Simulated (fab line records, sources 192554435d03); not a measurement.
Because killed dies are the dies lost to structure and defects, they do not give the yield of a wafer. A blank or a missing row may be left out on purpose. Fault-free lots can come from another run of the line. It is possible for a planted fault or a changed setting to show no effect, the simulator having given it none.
Comparing a struck lot with a sound one	flow n5-finfet	39 steps out of a route of 1938
Sound: wafers L144.1, L144.2, L144.3. Struck: wafer L154.1. (L154.5 of the same lot was not struck and is left out.) The cause comes at the end.
Each step with rows lists, per side, the tool, then ch with its chambers, then its first start. Under that, the readings that differ: sound wafers	struck wafers	difference of the means	sigmas: that difference in standard deviations of wafers without a fault.
alike: same words and numbers on both sides, and readings whose means sit less than 2 such deviations apart. not compared: any withheld reading, any reading some wafer has no value for, any bound like >300 that may hide the same value, and any number with overlapping values for which the record gives no deviation.
The two part at a step that has a row with sigmas, a row that says differs or no value, or rows on one side only. When numbers do not overlap yet have no deviation, they are printed without sigmas and do not part them. A reading missing from all wafers of one side parts the sides only when that side holds two or more wafers.

first, 12 steps without rows for these wafers: N5_SD_EPI_N_STRIP_36 (strips in N2/H2); N5_SD_EPI_N_ETCHBACK_44 (etches SiNx in CH3F/O2, stops on SiO2, target depth 14.5 nm); N5_SD_EPI_N_ETCH_45 (etches SiOCN in CH3F/O2, target depth 6 nm); N5_SD_EPI_N_ETCH_16 (etches SiO2 in CHF3/O2, target depth 5 nm); N5_SD_EPI_N_STRIP_47 (strips in CHF3/O2); N5_SD_EPI_N_SD_RECESS_17 (chemistry HBr/Cl2/O2, target depth 41 nm, time 23.7 s, bt time 3 s); N5_SD_EPI_N_STRIP_38 (strips in N2/H2); N5_SD_EPI_N_WET_ETCH_43 (etches SiO2 in dHF, time 14 s, target depth 1.5 nm); N5_SD_EPI_N_STRIP_18 (strips in SPM, time 750 s); N5_SD_EPI_N_SRD_20 (time 30 s); N5_SD_EPI_N_PRECLEAN_48 (cleans in NF3:NH3, afs cycles 2, time 20 s, sublimation time 60 s); N5_SD_EPI_N_VAPOR_ETCH_50 (etches Si in HCl, time 54 s).
N5_SD_EPI_N_EPI_21: deposits Si:P, time 690 s.
  sound on epi-rpcvd-03 ch 0, day 4 10:55; struck on epi-rpcvd-03 ch 0, day 6 22:52
reading	sound	struck	difference	sigmas
epi-growth-time-s (s)	690 690 690	590.45	-99.55	
model.Si-P_of_SD_EPI_N_EPI_21.thk-nm (nm)	59.2 59.4 58.6	53.4	-5.7	
N5_SD_EPI_N_EPI_MEAS_23:
  sound on film-metro-02, day 4 12:38; struck on film-metro-01, day 7 00:35
reading	sound	struck	difference	sigmas
thk-nm (nm)	59.4 59.9 58.3	53.2	-6.0	-5
then, 24 steps without rows for these wafers: N5_SD_EPI_N_PRECLEAN_24 (cleans in O3/DIW, time 60 s); N5_SD_EPI_N_SRD_25 (time 30 s); N5_SD_EPI_N_PRECLEAN_49 (cleans in NF3:NH3, afs cycles 1, time 20 s, sublimation time 60 s); N5_SD_EPI_N_LINER_46 (material SiNx, target thk 3 nm); N5_SD_EPI_P_COAT_34 (time 60 s, resist thk 350 nm); N5_SD_EPI_P_COAT_35 (time 60 s, resist thk 35 nm); N5_SD_EPI_P_COAT_03 (resist thk 150 nm); N5_SD_EPI_P_EBR_05; N5_SD_EPI_P_SOFTBAKE_04 (time 60 s); N5_SD_EPI_P_EXPOSE_06 (exposes mask SD P BLK, target cd 240 nm); N5_SD_EPI_P_PEB_07 (peb time 60 s); N5_SD_EPI_P_DEVELOP_08 (develop time 30 s); N5_SD_EPI_P_DESCUM_14 (chemistry O2, time 7.9 s); N5_SD_EPI_P_ETCH_36 (etches SiARC in CF4, target depth 45.5 nm, time 75.8 s); N5_SD_EPI_P_ETCH_37 (etches SOC in N2/H2, overetch 108 nm, time 486 s); N5_SD_EPI_P_STRIP_38 (strips in N2/H2); N5_SD_EPI_P_ETCHBACK_46 (etches SiNx in CH3F/O2, stops on SiO2, target depth 17.5 nm); N5_SD_EPI_P_ETCH_47 (etches SiOCN in CH3F/O2, target depth 25 nm); N5_SD_EPI_P_ETCH_16 (etches SiO2 in CHF3/O2, target depth 5 nm); N5_SD_EPI_P_STRIP_50 (strips in CHF3/O2); N5_SD_EPI_P_SD_RECESS_17 (chemistry HBr/Cl2/O2, target depth 39.1 nm, bt time 3 s); N5_SD_EPI_P_WET_ETCH_45 (etches SiO2 in dHF, time 10.7 s, target depth 2 nm, rinse time 30 s); N5_SD_EPI_P_STRIP_40 (strips in N2/H2); N5_SD_EPI_P_PRECLEAN_52 (cleans in O3/DIW, time 60 s).
N5_SD_EPI_P_PRECLEAN_24: cleans in O3/DIW, time 45 s.
  sound on wet-bench-05 ch 0,1,7, day 4 17:15; struck on wet-bench-02 ch 3, day 7 06:25
reading	sound	struck	difference	sigmas
model.Si-P_of_SD_EPI_N_EPI_21.thk-nm (nm)	58.4 58.6 57.8	52.6	-5.7	

WHERE THEY PART
N5_SD_EPI_N_EPI_MEAS_23 only, going by this record.

WHY: what had been put in by the simulator
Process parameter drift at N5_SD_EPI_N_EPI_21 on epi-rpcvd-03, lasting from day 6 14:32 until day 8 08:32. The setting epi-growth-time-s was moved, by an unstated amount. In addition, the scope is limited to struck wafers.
